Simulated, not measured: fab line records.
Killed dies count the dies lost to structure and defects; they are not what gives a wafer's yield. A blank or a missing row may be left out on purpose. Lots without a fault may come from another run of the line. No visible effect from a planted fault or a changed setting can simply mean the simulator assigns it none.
fab line records + flow nandHarc + part 2 of 2: steps 19 to 28 of 28
record
- lots=5
- wafers=15
- lastDay=34
route steps=1302 shown A_CONTACT@1080 A_BLC@1107
lots that met no fault: from a run of the same line without faults
startH: hours from the record's first day to the start of the lot's first wafer shown + waitH: hours since the lot's step before + " unchanged from the row above + L1.1+2: a row that stands for several wafers + - value missing, or start not given + * or withheld: withheld + < > ~ a bound
route shown NAME@n: NAME is a module with steps in the file, n the number in the route of the first one + usual: mean and standard deviation over wafers with no fault + same: alike in all rows + chamber/n: place in a boat + sites: each site's reading + _std_site: how widely they spread, as a standard deviation + _edge_site: mean of outer sites minus mean of inner sites + radiusMm: for every site, how far away it sits from the centre of the wafer + mask NAME#n: copy n + behind: the most recent tool/chamber to have shaped the wafer + hold: cause of the lot's hold/its duration in hours/its outcome + device: names the non-switching transistor (n, p or np) + end of line: tests run on the same wafers once the route is complete + a step without rows: its recipe alone + killed: dies lost to structure and defects at the first sort, not the wafer's yield + map: the dies of a wafer, with x for killed, . for not killed, _ for no die there
set.NAME: the setting as run; set.NAME@STEP: as run at that earlier step + model.NAME: the simulator's own value behind a step, which no gauge read
lots at selected steps of the route; one table per step, one row per wafer
services: when a tool's chamber went out of use (startH, in hours from the record's first day, below 0 if earlier), for how many hours, and the reason
## steps
# step NHARC_A_CONTACT_ETCH_110
# recipe
- targetDepthA=600
- overetchA=60
- timeS=33
- ionEnergyEv=100
- cf4FlowSccm=80
- o2FlowSccm=20
- arFlowSccm=0
- rfW=300
- biasW=100
- chemistry=CF4/O2
# usual
- drypumpMotorCurrentA=5.9/0.5
- oes_ar_750_au=1.000/0.0047
- oesProductAu=1.000/0.012
- rfVppV=198.0/1.6
- showerheadPlenumPTorr=1.35/0.067
- throttleValvePct=13.397/0.0093
| lot.wafer | tool       | chamber | startH | waitH | drypumpMotorCurrentA | oes_ar_750_au | oesProductAu | rfHoursCounterH | rfVppV | showerheadPlenumPTorr | throttleValvePct |
|-----------|------------|---------|--------|-------|----------------------|---------------|--------------|-----------------|--------|-----------------------|------------------|
| L078.3    | rieDiel-08 | 1       | 554.86 | 0.1   | 6.5                  | 1.004         | 1.018        | 0               | 197.2  | 1.29                  | 13.402           |
| L078.1    | "          | 3       | "      | "     | 6.3                  | 0.995         | 1.004        | 0               | 200.0  | 1.42                  | 13.397           |
| L078.6    | "          | 1       | "      | "     | 6.5                  | 0.991         | 1.016        | -               | 196.4  | 1.29                  | 13.375           |
| L085.4    | rieDiel-08 | 0       | 617.59 | 0.1   | 4.8                  | 0.990         | 1.003        | 20              | 200.0  | 1.43                  | 13.401           |
| L085.2    | "          | 2       | "      | "     | 5.5                  | 1.000         | 1.018        | 19              | 197.9  | 1.33                  | 13.404           |
| L085.6    | "          | 3       | "      | "     | 6.3                  | 0.998         | 0.993        | -               | 198.9  | 1.41                  | 13.384           |
| L092.4    | rieDiel-11 | 0       | 685.85 | 0.1   | 6.2                  | 1.006         | 0.980        | 20              | 201.1  | 1.44                  | 13.413           |
| L092.3    | "          | 1       | "      | "     | 6.2                  | 1.012         | 1.011        | 21              | 196.6  | 1.28                  | 13.393           |
| L092.6    | "          | 1       | "      | "     | 6.1                  | 1.001         | 0.997        | -               | 196.6  | 1.28                  | 13.389           |
| L096.2    | rieDiel-11 | 1       | 751.86 | 0.1   | 6.2                  | 1.004         | 1.009        | 41              | 196.6  | 1.28                  | 13.405           |
| L096.3    | "          | 3       | "      | "     | 6.1                  | 1.004         | 0.989        | 43              | 198.8  | 1.33                  | 13.391           |
| L096.5    | "          | 0       | "      | "     | 6.2                  | 0.996         | 0.999        | -               | 202.1  | 1.44                  | 13.384           |
| L097.4    | rieDiel-11 | 3       | 753.46 | 0.1   | 6.1                  | 1.003         | 0.996        | 44              | 196.4  | 1.33                  | 13.400           |
| L097.3    | "          | 0       | "      | "     | 6.2                  | 0.992         | 1.002        | 42              | 198.8  | 1.44                  | 13.403           |
| L097.6    | "          | 3       | "      | "     | 6.1                  | 0.991         | 0.975        | -               | 196.8  | 1.33                  | 13.389           |
# step NHARC_A_CONTACT_STRIP_26
# recipe
- o2FlowSccm=500
- arFlowSccm=0
- biasW=0
- chemistry=O2
# usual
- drypumpMotorCurrentA=6.0/0.51
- oesProductAu=0.999/0.012
- rfVppV=57.9/0.93
- showerheadPlenumPTorr=3.55/0.18
- throttleValvePct=17.037/0.009
| lot.wafer | tool       | chamber | startH | waitH | drypumpMotorCurrentA | oesProductAu | rfHoursCounterH | rfVppV | showerheadPlenumPTorr | throttleValvePct |
|-----------|------------|---------|--------|-------|----------------------|--------------|-----------------|--------|-----------------------|------------------|
| L078.1    | rieDiel-08 | 3       | -      | -     | 6.3                  | 0.991        | 0               | 57.9   | 3.74                  | 17.031           |
| L078.3    | "          | 2       | "      | "     | 5.6                  | 1.006        | 0               | 58.3   | 3.53                  | 17.019           |
| L078.6    | "          | 0       | "      | "     | 4.8                  | 1.001        | -               | 59.0   | 3.77                  | 17.021           |
| L085.2    | rieDiel-08 | 1       | -      | -     | 6.5                  | 1.014        | 16              | 56.8   | 3.41                  | 17.047           |
| L085.4    | "          | 2       | "      | "     | 5.5                  | 1.003        | 19              | 57.8   | 3.52                  | 17.041           |
| L085.6    | "          | 1       | "      | "     | 6.5                  | 1.009        | -               | 58.4   | 3.41                  | 17.041           |
| L092.3    | rieDiel-11 | 2       | -      | -     | 6.6                  | 0.980        | 24              | 57.0   | 3.42                  | 17.039           |
| L092.4    | "          | 0       | "      | "     | 6.2                  | 0.993        | 20              | 59.2   | 3.80                  | 17.028           |
| L092.6    | "          | 2       | "      | "     | 6.6                  | 0.993        | -               | 56.9   | 3.42                  | 17.040           |
| L096.2    | rieDiel-11 | 3       | -      | -     | 6.1                  | 0.986        | 43              | 57.3   | 3.51                  | 17.034           |
| L096.3    | "          | 1       | "      | "     | 6.2                  | 1.001        | 41              | 58.5   | 3.39                  | 17.051           |
| L096.5    | "          | 3       | "      | "     | 6.1                  | 0.976        | -               | 57.8   | 3.51                  | 17.036           |
| L097.4    | rieDiel-11 | 1       | -      | -     | 6.2                  | 0.998        | 41              | 58.8   | 3.39                  | 17.047           |
| L097.3    | "          | 3       | "      | "     | 6.1                  | 0.991        | 44              | 57.4   | 3.51                  | 17.020           |
| L097.6    | "          | 1       | "      | "     | 6.2                  | 1.002        | -               | 56.8   | 3.38                  | 17.040           |
# step NHARC_A_CONTACT_STRIP_27
# recipe
- timeS=600
- tempC=30
- chemistry=postEtchResidueRemover
| lot.wafer  | tool        | chamber | startH | waitH |
|------------|-------------|---------|--------|-------|
| L078.1+6+3 | wetBench-04 | 4,6,0   | 555.25 | -     |
| L085.4+2+6 | wetBench-04 | 1,4,6   | 617.99 | -     |
| L092.3+6+4 | wetBench-06 | 7,0,1   | 686.23 | -     |
| L096.5+2+3 | wetBench-04 | 7,0,2   | 752.24 | -     |
| L097.3+6+4 | wetBench-03 | 2,3,4   | 753.84 | -     |
# step NHARC_A_CONTACT_ALD_18
# recipe
- targetThkA=30
- pulseTimeS=1
- aldCycles=150
- tempC=450
- material=TiN
# usual
- heaterPowerW=1030/120
- precursorPulseHeightRel=0.997/0.019
| lot.wafer | tool        | chamber | startH | waitH | heaterPowerW | precursorPulseHeightRel |
|-----------|-------------|---------|--------|-------|--------------|-------------------------|
| L078.3    | aldMetal-03 | 0       | 555.53 | -     | 946          | 0.993                   |
| L078.1    | "           | 2       | "      | "     | 1291         | 0.976                   |
| L078.6    | "           | 1       | "      | "     | 1047         | 1.012                   |
| L085.2    | aldMetal-01 | 3       | 618.26 | -     | 1081         | 1.021                   |
| L085.4    | "           | 0       | "      | "     | 920          | 0.992                   |
| L085.6    | "           | 0       | "      | "     | 915          | 1.006                   |
| L092.4    | aldMetal-03 | 1       | 686.49 | -     | 1022         | 0.988                   |
| L092.3    | "           | 2       | "      | "     | 1205         | 0.970                   |
| L092.6    | "           | 2       | "      | "     | 1206         | 1.021                   |
| L096.3    | aldMetal-02 | 0       | 752.51 | -     | 1204         | 0.994                   |
| L096.2    | "           | 2       | "      | "     | 987          | 1.010                   |
| L096.5    | "           | 1       | "      | "     | 1099         | 1.005                   |
| L097.4    | aldMetal-01 | 2       | 754.10 | -     | 984          | 0.992                   |
| L097.3    | "           | 0       | "      | "     | 895          | 0.979                   |
| L097.6    | "           | 2       | "      | "     | 1029         | 0.993                   |
# step NHARC_A_CONTACT_CVD_19
# recipe
- targetThkA=3000
- tempC=300
- pressureTorr=40
- wf6FlowSccm=40
- h2FlowSccm=1600
- arFlowSccm=1560
- timeS=802
- material=W
# usual
- heaterPowerW=447/43
- mfcWf6Sccm=39.99/0.11
- throttleValvePct=8.21/0.19
| lot.wafer | tool    | chamber | startH | waitH | heaterPowerW | mfcWf6Sccm | throttleValvePct |
|-----------|---------|---------|--------|-------|--------------|------------|------------------|
| L078.1    | cvdW-02 | 0       | -      | -     | 397          | 39.99      | 8.23             |
| L078.3    | "       | 0       | "      | "     | 384          | 39.79      | 8.13             |
| L078.6    | "       | 0       | "      | "     | 384          | 39.94      | 7.97             |
| L085.2    | cvdW-02 | 1       | -      | -     | 513          | 39.92      | 8.35             |
| L085.4    | "       | 0       | "      | "     | 380          | 39.86      | 7.90             |
| L085.6    | "       | 1       | "      | "     | 521          | 39.84      | 8.24             |
| L092.3    | cvdW-01 | 0       | -      | -     | 472          | 39.94      | 8.30             |
| L092.4    | "       | 1       | "      | "     | 434          | 39.83      | 8.40             |
| L092.6    | "       | 1       | "      | "     | 436          | 39.96      | 8.33             |
| L096.2    | cvdW-01 | 1       | -      | -     | 437          | 39.90      | 8.02             |
| L096.3    | "       | 1       | "      | "     | 435          | 39.95      | 8.03             |
| L096.5    | "       | 0       | "      | "     | 487          | 39.82      | 8.25             |
| L097.3    | cvdW-02 | 1       | -      | -     | 491          | 39.93      | 8.12             |
| L097.4    | "       | 0       | "      | "     | 380          | 40.04      | 8.29             |
| L097.6    | "       | 0       | "      | "     | 387          | 39.93      | 8.26             |
# step NHARC_A_CONTACT_CMP_20
# recipe
- tOverpolishS=30
- targetThkNm=300
# usual
- edgeZonePressureFrac=0.999/0.0048
- motorCurrentA=12.1/1.5
- overpolishRunS=30.001/0.009
- padLifeWafers=152/110
- slurryFilterDpKPa=13.50/0.13
- timeToEndpointS=59.4/3
| lot.wafer | tool   | chamber | startH | waitH | edgeZonePressureFrac | motorCurrentA | overpolishRunS | padLifeWafers | slurryFilterDpKPa | timeToEndpointS |
|-----------|--------|---------|--------|-------|----------------------|---------------|----------------|---------------|-------------------|-----------------|
| L078.3    | cmp-04 | 1       | 556.61 | 0.4   | 0.996                | 13.7          | 29.995         | 108           | 13.54             | 58.4            |
| L078.1    | "      | 2       | "      | "     | 0.994                | 12.9          | 29.997         | 109           | 13.30             | 59.2            |
| L078.6    | "      | 2       | "      | "     | 1.004                | 12.6          | 30.011         | -             | 13.68             | 62.2            |
| L085.4    | cmp-04 | 0       | 619.39 | 0.4   | 0.993                | 9.9           | 30.007         | 43            | 13.48             | 56.1            |
| L085.2    | "      | 1       | "      | "     | 0.999                | 13.1          | 30.003         | 44            | 13.51             | 56.6            |
| L085.6    | "      | 3       | "      | "     | 0.999                | 10.5          | 30.001         | -             | 13.64             | 61.1            |
| L092.4    | cmp-03 | 1       | 687.58 | 0.4   | 1.001                | 10.8          | 29.989         | 138           | 13.55             | 56.2            |
| L092.3    | "      | 2       | "      | "     | 1.007                | 11.8          | 30.004         | 139           | 13.34             | 55.0            |
| L092.6    | "      | 1       | "      | "     | 0.995                | 11.3          | 30.004         | -             | 13.66             | 56.6            |
| L096.2    | cmp-04 | 1       | 753.62 | 0.7   | 1.000                | 13.2          | 30.003         | 127           | 13.42             | 58.2            |
| L096.3    | "      | 3       | "      | "     | 1.006                | 10.5          | 30.020         | 129           | 13.77             | 62.2            |
| L096.5    | "      | 1       | "      | "     | 1.002                | 12.6          | 29.991         | -             | 13.46             | 57.4            |
| L097.3    | cmp-03 | 1       | 755.21 | 0.5   | 1.002                | 10.6          | 30.012         | 0             | 13.62             | 62.8            |
| L097.4    | "      | 0       | "      | "     | 0.997                | 12.4          | 29.999         | 3             | 13.61             | 59.3            |
| L097.6    | "      | 1       | "      | "     | 0.997                | 10.9          | 30.006         | -             | 13.41             | 62.4            |
# step NHARC_A_CONTACT_SRD_22
| lot.wafer  | tool        | chamber | startH | waitH |
|------------|-------------|---------|--------|-------|
| L078.1+6+3 | wetBench-03 | 2,4,5   | 556.93 | 0.0   |
| L085.2+6+4 | wetBench-06 | 2,3,5   | 619.70 | 0.0   |
| L092.4+3+6 | wetBench-03 | 7,2,3   | 687.90 | 0.0   |
| L096.5+3+2 | wetBench-04 | 4,7,0   | 753.92 | 0.0   |
| L097.4+6+3 | wetBench-06 | 6,0,2   | 755.53 | 0.0   |
# step NHARC_A_CONTACT_INSPECT_23
# usual
- rawDefectCount=518/130
| lot.wafer | tool             | chamber | startH | waitH | rawDefectCount |
|-----------|------------------|---------|--------|-------|----------------|
| L078.1    | defectInspect-01 | -       | 557.01 | 0.1   | 518            |
| L078.3    | "                | -       | "      | "     | 451            |
| L078.6    | "                | -       | "      | "     | 475            |
| L085.2    | defectInspect-02 | -       | 619.77 | 0.1   | 544            |
| L085.4    | "                | -       | "      | "     | 423            |
| L085.6    | "                | -       | "      | "     | 619            |
| L092.3    | defectInspect-01 | -       | 687.98 | 0.1   | 423            |
| L092.4    | "                | -       | "      | "     | 421            |
| L092.6    | "                | -       | "      | "     | 287            |
| L096.2    | defectInspect-01 | -       | 754.00 | 0.1   | 418            |
| L096.3    | "                | -       | "      | "     | 673            |
| L096.5    | "                | -       | "      | "     | 457            |
| L097.3    | defectInspect-01 | -       | 755.61 | 0.1   | 474            |
| L097.4    | "                | -       | "      | "     | 367            |
| L097.6    | "                | -       | "      | "     | 426            |
# step NHARC_A_BLC_DEHYDRATE_00
# recipe
- tempC=150
- timeS=120
| lot.wafer  | tool          | chamber | startH | waitH |
|------------|---------------|---------|--------|-------|
| L078.1+3+6 | lithoTrack-06 | 0       | 557.06 | 0.1   |
| L085.2+4+6 | lithoTrack-06 | 0       | 619.83 | 0.1   |
| L092.3+4+6 | lithoTrack-04 | 0       | 688.04 | 0.1   |
| L096.2+3+5 | lithoTrack-06 | 0       | 754.06 | 0.1   |
| L097.3+4+6 | lithoTrack-06 | 0       | 755.67 | 0.1   |
# step NHARC_A_BLC_HMDS_01
# recipe
- timeS=30
| lot.wafer  | tool          | chamber | startH | waitH |
|------------|---------------|---------|--------|-------|
| L078.1+3+6 | lithoTrack-06 | 0       | -      | -     |
| L085.2+4+6 | lithoTrack-06 | 0       | -      | -     |
| L092.3+4+6 | lithoTrack-04 | 0       | -      | -     |
| L096.2+3+5 | lithoTrack-06 | 0       | -      | -     |
| L097.3+4+6 | lithoTrack-06 | 0       | -      | -     |
## services
| tool          | chamber | startH | hours | kind   |
|---------------|---------|--------|-------|--------|
| cmp-04        | -       | 527.19 | 3.9   | repair |
| lithoTrack-06 | -       | 529.00 | 7.0   | pm     |
| cmp-04        | -       | 535.42 | 0.5   | repair |
| rieDiel-09    | 1       | 539.40 | 16.1  | repair |
| rieDiel-08    | -       | 544.93 | 9.0   | pm     |
| wetBench-06   | -       | 545.60 | 8.0   | pm     |
| rieDiel-08    | 1       | 558.67 | 8.7   | repair |
| wetBench-04   | -       | 579.20 | 8.0   | pm     |
| rieDiel-08    | -       | 586.61 | 0.7   | repair |
| rieDiel-11    | 1       | 592.30 | 20.3  | repair |
| harCapEtch-02 | -       | 596.77 | 0.3   | repair |
| rieDiel-11    | -       | 612.99 | 9.0   | pm     |
| rieDiel-09    | -       | 620.17 | 1.2   | repair |
| rieDiel-09    | -       | 674.14 | 9.0   | pm     |
| wetBench-04   | -       | 697.60 | 11.9  | repair |
| rieDiel-08    | 3       | 700.99 | 14.5  | repair |
| rieDiel-11    | 2       | 702.89 | 3.4   | repair |
| lithoTrack-06 | -       | 704.00 | 7.0   | pm     |
| harCapEtch-01 | -       | 707.27 | 0.3   | repair |
| rieDiel-08    | -       | 723.74 | 9.0   | pm     |
| rieDiel-09    | 3       | 725.36 | 9.6   | repair |
| wetBench-04   | -       | 735.60 | 2.6   | repair |
| harCapEtch-02 | -       | 754.00 | 17.0  | pm     |
| wetBench-04   | -       | 755.20 | 8.0   | pm     |
